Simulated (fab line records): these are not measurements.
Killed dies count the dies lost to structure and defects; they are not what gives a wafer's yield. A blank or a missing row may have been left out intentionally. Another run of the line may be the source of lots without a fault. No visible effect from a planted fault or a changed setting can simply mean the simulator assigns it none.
What tool caused it?    flow n5-finfet    66 wafers from 22 lots sampled at 6 of the route's 1938 steps

WHAT EACH GAUGE READ, for each wafer
N5_SD_EPI_P_EPI_MEAS_23.
lot   measured     on             thk-nm (nm)
L074  day 3 07:18  film-metro-01  62.3 61.2 62.3
L075  day 3 15:29  film-metro-01  58.8 63.1 62.0
L076  day 3 23:35  film-metro-01  61.7 61.5 59.9
L077  day 4 04:32  film-metro-02  59.0 60.0 58.9
L078  day 4 09:58  film-metro-01  59.6 60.9 62.9
L079  day 4 16:53  film-metro-02  62.7 61.0 60.5
L080  day 4 23:20  film-metro-02  60.6 62.3 61.0
L081  day 5 04:49  film-metro-02  60.5 60.0 60.1
L082  day 5 15:39  film-metro-01  61.0 60.0 59.7
L083  day 5 23:39  film-metro-02  57.8 60.1 58.4
L084  day 6 00:25  film-metro-02  60.4 59.8 60.9
L085  day 6 09:53  film-metro-02  60.1 59.7 60.1
L086  day 6 17:23  film-metro-02  61.8 60.3 61.5
L087  day 6 19:34  film-metro-01  60.4 59.5 61.9
L089  day 7 06:02  film-metro-01  61.9 61.4 61.8
L090  day 7 18:26  film-metro-01  62.4 59.3 59.7
L092  day 8 01:19  film-metro-02  62.5 60.2 60.0
L093  day 8 14:06  film-metro-02  59.8 60.8 62.2
L094  day 8 15:21  film-metro-02  60.6 61.2 61.1
L095  day 8 19:41  film-metro-01  59.9 59.2 61.5
L096  day 9 04:17  film-metro-01  61.4 57.6 61.4
L097  day 9 09:31  film-metro-02  58.0 61.0 59.2

EACH LOT AND THE TOOL THAT RAN IT (in order: tool; ch and the chambers of the sampled wafers; start)
lot   N5_FIN_CUT_CUT_ETCH_15           N5_STI_FIN_REVEAL_ETCHBACK_08      N5_SPACER0_ALD_00                 N5_SD_EPI_N_ETCH_45                N5_SD_EPI_P_DESCUM_14
L074  rie-si-04 ch 2,3, day 2 02:44    rie-diel-01 ch 0,2, day 2 08:45    ald-sin-01 ch 0,3, day 2 22:09    rie-diel-04 ch 0,1,3, day 2 23:34  rie-diel-05 ch 0,2,3, day 3 03:44
L075  rie-si-05 ch 1,2, day 2 10:59    rie-diel-04 ch 0,2,3, day 2 16:58  ald-sin-03 ch 0,1,2, day 3 05:59  rie-diel-03 ch 0,1, day 3 07:16    rie-diel-02 ch 0,1, day 3 11:56
L076  rie-si-01 ch 1,3, day 2 16:55    rie-diel-03 ch 1,2, day 2 23:17    ald-sin-01 ch 0,1,3, day 3 14:22  rie-diel-03 ch 0,1,3, day 3 16:00  rie-diel-05 ch 0,2,3, day 3 20:00
L077  rie-si-04 ch 1,3, day 2 21:49    rie-diel-04 ch 1,2, day 3 05:16    ald-sin-01 ch 0,2, day 3 18:37    rie-diel-01 ch 1,2,3, day 3 20:11  rie-diel-06 ch 0,2,3, day 4 00:07
L078  rie-si-01 ch 0,1,3, day 3 03:32  rie-diel-03 ch 0,2,3, day 3 10:08  ald-sin-04 ch 0,2,3, day 3 23:16  rie-diel-03 ch 0,1,3, day 4 01:40  rie-diel-06 ch 0,1,3, day 4 05:35
L079  rie-si-05 ch 1,3, day 3 09:38    rie-diel-01 ch 0,2,3, day 3 15:40  ald-sin-04 ch 0,1, day 4 05:04    rie-diel-03 ch 2,3, day 4 07:43    rie-diel-05 ch 0,2, day 4 12:30
L080  rie-si-05 ch 2,3, day 3 17:23    rie-diel-01 ch 0,2,3, day 3 23:27  ald-sin-01 ch 0,1,2, day 4 13:38  rie-diel-04 ch 0,2, day 4 15:02    rie-diel-05 ch 0,1,2, day 4 19:44
L081  rie-si-01 ch 0,1, day 3 22:46    rie-diel-03 ch 0,3, day 4 04:45    ald-sin-04 ch 1,2,3, day 4 19:29  rie-diel-01 ch 0,1,3, day 4 20:55  rie-diel-02 ch 0,1,3, day 5 01:16
L082  rie-si-01 ch 1,3, day 4 05:45    rie-diel-01 ch 2,3, day 4 12:41    ald-sin-01 ch 1,2, day 5 04:53    rie-diel-03 ch 1,2, day 5 06:19    rie-diel-05 ch 0,1,3, day 5 10:07
L083  rie-si-05 ch 0,3, day 4 12:36    rie-diel-01 ch 0,1,3, day 4 18:46  ald-sin-01 ch 0,1,3, day 5 08:54  rie-diel-04 ch 1,2, day 5 10:12    rie-diel-05 ch 2,3, day 5 18:06
L084  rie-si-05 ch 0,1, day 4 18:56    rie-diel-01 ch 0,2,3, day 5 01:33  ald-sin-01 ch 1,2, day 5 15:20    rie-diel-01 ch 0,1,2, day 5 16:45  rie-diel-06 ch 0,1,2, day 5 20:49
L085  rie-si-04 ch 1,2,3, day 5 00:27  rie-diel-03 ch 0,3, day 5 06:32    ald-sin-03 ch 0,2, day 5 20:13    rie-diel-03 ch 0,2,3, day 5 21:37  rie-diel-02 ch 1,2,3, day 6 05:28
L086  rie-si-04 ch 2,3, day 5 04:21    rie-diel-03 ch 0,1,3, day 5 10:23  ald-sin-03 ch 2,3, day 5 23:26    rie-diel-04 ch 1,2,3, day 6 06:10  rie-diel-05 ch 0,1, day 6 12:57
L087  rie-si-01 ch 0,2,3, day 5 10:32  rie-diel-03 ch 0,2,3, day 5 17:46  ald-sin-01 ch 0,1,3, day 6 07:35  rie-diel-04 ch 0,2,3, day 6 09:29  rie-diel-05 ch 0,1,3, day 6 14:02
L089  rie-si-01 ch 0,1,2, day 5 22:05  rie-diel-03 ch 0,1, day 6 04:13    ald-sin-03 ch 0,1,3, day 6 17:48  rie-diel-04 ch 0,1,3, day 6 19:16  rie-diel-06 ch 0,1,3, day 7 00:31
L090  rie-si-01 ch 0,2,3, day 6 11:35  rie-diel-03 ch 1,2,3, day 6 17:33  ald-sin-01 ch 0,1,3, day 7 06:44  rie-diel-01 ch 0,2,3, day 7 08:08  rie-diel-02 ch 0,1,2, day 7 12:56
L092  rie-si-05 ch 0,3, day 6 17:46    rie-diel-04 ch 0,2,3, day 6 23:49  ald-sin-03 ch 1,3, day 7 14:31    rie-diel-04 ch 2,3, day 7 16:08    rie-diel-06 ch 0,1,3, day 7 20:56
L093  rie-si-01 ch 1,2, day 7 01:52    rie-diel-04 ch 1,2,3, day 7 08:43  ald-sin-04 ch 1,2,3, day 8 02:50  rie-diel-04 ch 1,2, day 8 04:38    rie-diel-06 ch 0,1,2, day 8 09:42
L094  rie-si-01 ch 0,1,2, day 7 05:50  rie-diel-04 ch 0,2, day 7 11:47    ald-sin-01 ch 0,1,2, day 8 04:09  rie-diel-04 ch 1,2, day 8 05:35    rie-diel-02 ch 0,2,3, day 8 10:58
L095  rie-si-01 ch 0,1, day 7 10:01    rie-diel-03 ch 1,2,3, day 7 16:10  ald-sin-04 ch 0,1,2, day 8 08:37  rie-diel-04 ch 0,1,2, day 8 10:04  rie-diel-06 ch 0,1,2, day 8 15:18
L096  rie-si-05 ch 0,2,3, day 7 16:56  rie-diel-01 ch 0,1, day 7 23:02    ald-sin-01 ch 1,2, day 8 17:50    rie-diel-01 ch 0,1,3, day 8 19:19  rie-diel-02 ch 1,3, day 8 23:53
L097  rie-si-01 ch 0,2,3, day 7 22:06  rie-diel-01 ch 0,1,2, day 8 04:46  ald-sin-03 ch 0,2,3, day 8 23:07  rie-diel-03 ch 2,3, day 9 00:31    rie-diel-05 ch 0,1,2, day 9 05:56
- N5_FIN_CUT_CUT_ETCH_15: etches Si in HBr/Cl2/O2, target depth 100 nm, bt time 10 s, time 42.4 s.
- N5_STI_FIN_REVEAL_ETCHBACK_08: etches SiO2 in C4F6/O2, target depth 30.5 nm, time 10.167 s.
- N5_SPACER0_ALD_00: deposits SiOCN, target thk 3.5 nm, pulse time 3 s, purge time 2 s.
- N5_SD_EPI_N_ETCH_45: etches SiOCN in CH3F/O2, target depth 6 nm.
- N5_SD_EPI_P_DESCUM_14: chemistry O2, time 7.9 s.

WHAT THE TOOLS THEMSELVES READ (means of the sampled wafers that have a number; where no wafer has one, the mark that the record gives instead)
N5_FIN_CUT_CUT_ETCH_15.
lot   tool       drypump-motor-current-A (A)  oes-product-au (a.u.)  throttle-valve-pct (%)
L074  rie-si-04  5.6                          1.000                  37.30
L075  rie-si-05  5.4                          1.011                  37.05
L076  rie-si-01  6.2                          0.991                  37.13
L077  rie-si-04  6.1                          1.001                  37.52
L078  rie-si-01  6.1                          0.983                  37.11
L079  rie-si-05  5.4                          1.014                  37.08
L080  rie-si-05  5.5                          0.991                  37.06
L081  rie-si-01  6.1                          0.992                  37.16
L082  rie-si-01  6.1                          0.982                  37.07
L083  rie-si-05  5.9                          0.995                  37.23
L084  rie-si-05  5.7                          1.009                  37.21
L085  rie-si-04  5.8                          1.005                  37.42
L086  rie-si-04  5.6                          1.003                  37.30
L087  rie-si-01  5.9                          0.975                  37.22
L089  rie-si-01  5.9                          0.988                  37.27
L090  rie-si-01  5.8                          0.978                  37.23
L092  rie-si-05  5.8                          0.989                  37.17
L093  rie-si-01  6.0                          0.993                  37.28
L094  rie-si-01  5.9                          0.986                  37.28
L095  rie-si-01  6.1                          0.994                  37.16
L096  rie-si-05  5.7                          0.997                  37.14
L097  rie-si-01  5.8                          0.971                  37.22

N5_STI_FIN_REVEAL_ETCHBACK_08.
lot   tool         drypump-motor-current-A (A)  mfc-ar-sccm (sccm)  oes-product-au (a.u.)  rf-vpp-V (V)  showerhead-plenum-p-Torr (Torr)  throttle-valve-pct (%)
L074  rie-diel-01  6.2                          300.6               0.71                   669           2.76                             21.37
L075  rie-diel-04  5.6                          300.5               0.74                   660           2.83                             21.23
L076  rie-diel-03  5.9                          299.6               0.73                   667           2.83                             21.35
L077  rie-diel-04  5.5                          299.5               0.79                   664           2.93                             21.36
L078  rie-diel-03  5.8                          299.7               0.73                   666           2.86                             21.13
L079  rie-diel-01  6.2                          300.6               0.81                   668           2.83                             21.27
L080  rie-diel-01  6.2                          299.3               0.80                   667           2.83                             21.28
L081  rie-diel-03  5.7                          300.1               0.72                   663           2.90                             21.09
L082  rie-diel-01  6.0                          299.8               0.83                   667           2.89                             21.09
L083  rie-diel-01  6.4                          299.7               0.88                   669           2.92                             21.29
L084  rie-diel-01  6.1                          299.5               0.88                   671           2.93                             21.17
L085  rie-diel-03  5.7                          299.7               0.70                   663           2.90                             21.12
L086  rie-diel-03  5.9                          300.0               0.71                   666           2.85                             21.25
L087  rie-diel-03  5.8                          300.1               0.71                   666           2.86                             21.16
L089  rie-diel-03  5.7                          299.9               0.70                   662           2.89                             21.23
L090  rie-diel-03  6.0                          298.8               0.71                   669           2.81                             21.30
L092  rie-diel-04  5.5                          300.3               0.71                   659           2.82                             21.26
L093  rie-diel-04  5.6                          300.3               0.73                   659           2.87                             21.36
L094  rie-diel-04  5.3                          300.5               0.70                   664           2.82                             21.25
L095  rie-diel-03  6.0                          299.8               0.70                   669           2.81                             21.30
L096  rie-diel-01  6.5                          300.2               0.84                   676           2.96                             21.34
L097  rie-diel-01  6.3                          300.7               0.79                   671           2.90                             21.27

N5_SPACER0_ALD_00.
lot   tool        heater-power-outer-w (W)  heater-power-w (W)  precursor-pulse-height-rel
L074  ald-sin-01  593                       969                 0.994
L075  ald-sin-03  545                       853                 0.981
L076  ald-sin-01  562                       913                 0.983
L077  ald-sin-01  561                       919                 1.033
L078  ald-sin-04  523                       839                 1.003
L079  ald-sin-04  515                       822                 0.999
L080  ald-sin-01  527                       861                 0.983
L081  ald-sin-04  486                       776                 0.998
L082  ald-sin-01  451                       759                 1.005
L083  ald-sin-01  560                       909                 1.000
L084  ald-sin-01  485                       806                 1.008
L085  ald-sin-03  494                       828                 0.992
L086  ald-sin-03  499                       804                 0.994
L087  ald-sin-01  559                       923                 1.010
L089  ald-sin-03  514                       810                 0.989
L090  ald-sin-01  572                       910                 1.013
L092  ald-sin-03  564                       820                 1.009
L093  ald-sin-04  484                       780                 1.003
L094  ald-sin-01  534                       872                 1.000
L095  ald-sin-04  537                       846                 1.017
L096  ald-sin-01  498                       822                 0.995
L097  ald-sin-03  479                       814                 0.998

N5_SD_EPI_N_ETCH_45.
lot   tool         drypump-motor-current-A (A)  mfc-ar-sccm (sccm)  oes-product-au (a.u.)  rf-vpp-V (V)  showerhead-plenum-p-Torr (Torr)  throttle-valve-pct (%)
L074  rie-diel-04  5.7                          149.7               0.75                   127.8         2.01                             23.35
L075  rie-diel-03  5.8                          149.5               0.71                   127.7         2.01                             23.48
L076  rie-diel-03  5.9                          150.3               0.72                   126.9         2.00                             23.38
L077  rie-diel-01  6.2                          150.4               0.83                   128.3         2.02                             23.35
L078  rie-diel-03  5.9                          150.1               0.72                   127.0         2.00                             23.38
L079  rie-diel-03  5.9                          150.1               0.73                   127.4         1.98                             23.34
L080  rie-diel-04  5.2                          149.4               0.74                   127.4         1.99                             23.49
L081  rie-diel-01  6.4                          149.8               0.88                   127.7         2.05                             23.45
L082  rie-diel-03  5.9                          150.0               0.71                   126.7         1.98                             23.55
L083  rie-diel-04  5.5                          150.2               0.78                   127.2         2.05                             23.50
L084  rie-diel-01  6.3                          149.7               0.82                   127.6         2.04                             23.39
L085  rie-diel-03  5.8                          149.9               0.71                   127.1         2.00                             23.32
L086  rie-diel-04  5.6                          149.8               0.75                   128.3         2.01                             23.48
L087  rie-diel-04  5.5                          149.7               0.71                   127.3         1.98                             23.41
L089  rie-diel-04  5.7                          150.2               0.73                   127.7         2.01                             23.38
L090  rie-diel-01  6.1                          149.7               0.84                   128.0         2.05                             23.36
L092  rie-diel-04  5.4                          149.3               0.71                   128.0         1.98                             23.55
L093  rie-diel-04  5.5                          150.0               0.76                   127.7         2.05                             23.55
L094  rie-diel-04  5.4                          150.0               0.74                   128.1         2.01                             23.61
L095  rie-diel-04  5.4                          150.2               0.73                   128.2         2.01                             23.49
L096  rie-diel-01  6.4                          149.7               0.82                   127.8         2.04                             23.49
L097  rie-diel-03  6.0                          149.6               0.69                   127.6         1.96                             23.37

N5_SD_EPI_P_DESCUM_14.
lot   tool         drypump-motor-current-A (A)  oes-product-au (a.u.)  rf-vpp-V (V)  showerhead-plenum-p-Torr (Torr)  throttle-valve-pct (%)
L074  rie-diel-05  5.5                          0.73                   243.2         2.05                             20.57
L075  rie-diel-02  5.4                          0.75                   242.6         2.12                             20.61
L076  rie-diel-05  5.6                          0.72                   242.6         2.05                             20.57
L077  rie-diel-06  6.2                          0.86                   243.0         2.09                             20.29
L078  rie-diel-06  5.9                          0.85                   243.1         2.06                             20.24
L079  rie-diel-05  5.5                          0.74                   243.1         2.08                             20.59
L080  rie-diel-05  5.6                          0.74                   243.1         2.11                             20.56
L081  rie-diel-02  5.7                          0.71                   243.3         2.11                             20.63
L082  rie-diel-05  5.7                          0.72                   243.0         2.08                             20.54
L083  rie-diel-05  5.5                          0.74                   241.9         2.05                             20.69
L084  rie-diel-06  5.9                          0.81                   243.4         2.07                             20.27
L085  rie-diel-02  5.7                          0.75                   242.9         2.13                             20.43
L086  rie-diel-05  5.8                          0.73                   243.7         2.14                             20.52
L087  rie-diel-05  5.8                          0.72                   243.4         2.08                             20.56
L089  rie-diel-06  5.9                          0.83                   241.8         2.05                             20.26
L090  rie-diel-02  5.3                          0.85                   244.4         2.14                             20.44
L092  rie-diel-06  5.9                          0.82                   242.5         2.05                             20.26
L093  rie-diel-06  5.9                          0.79                   243.1         2.07                             20.30
L094  rie-diel-02  5.6                          0.90                   243.4         2.14                             20.36
L095  rie-diel-06  5.9                          0.79                   243.4         2.07                             20.29
L096  rie-diel-02  5.8                          0.81                   244.4         2.17                             20.42
L097  rie-diel-05  5.6                          0.81                   243.3         2.10                             20.48

THE ANSWER, worked out from the rows above alone
Rule: what is usual is taken from the lots themselves. The widest of any qualifying gaps counts: lots, ordered by their means at a reading, are off when they make up no more than a third of the lots, leave a main group of 4 or more, and stand apart from it by 3 or more times the standard deviation of that group's means. A main group is skipped when, at the precision printed for the reading in the tables above, its means are all equal. Also off: a lot with no number at a reading for which 4 or more lots have one. Any other lot the step has rows for is counted as sound. Order of review: gauges by route order, followed by the tools' own readings, for which a lot's mean as printed above is used. At the first step where some lot is off, the reading lying furthest off is the one used; lots without a number count as furthest.
Across all readings shown, no lot is off: no conclusion can be drawn from this.

WHAT WAS PUT IN BY THE SIMULATOR
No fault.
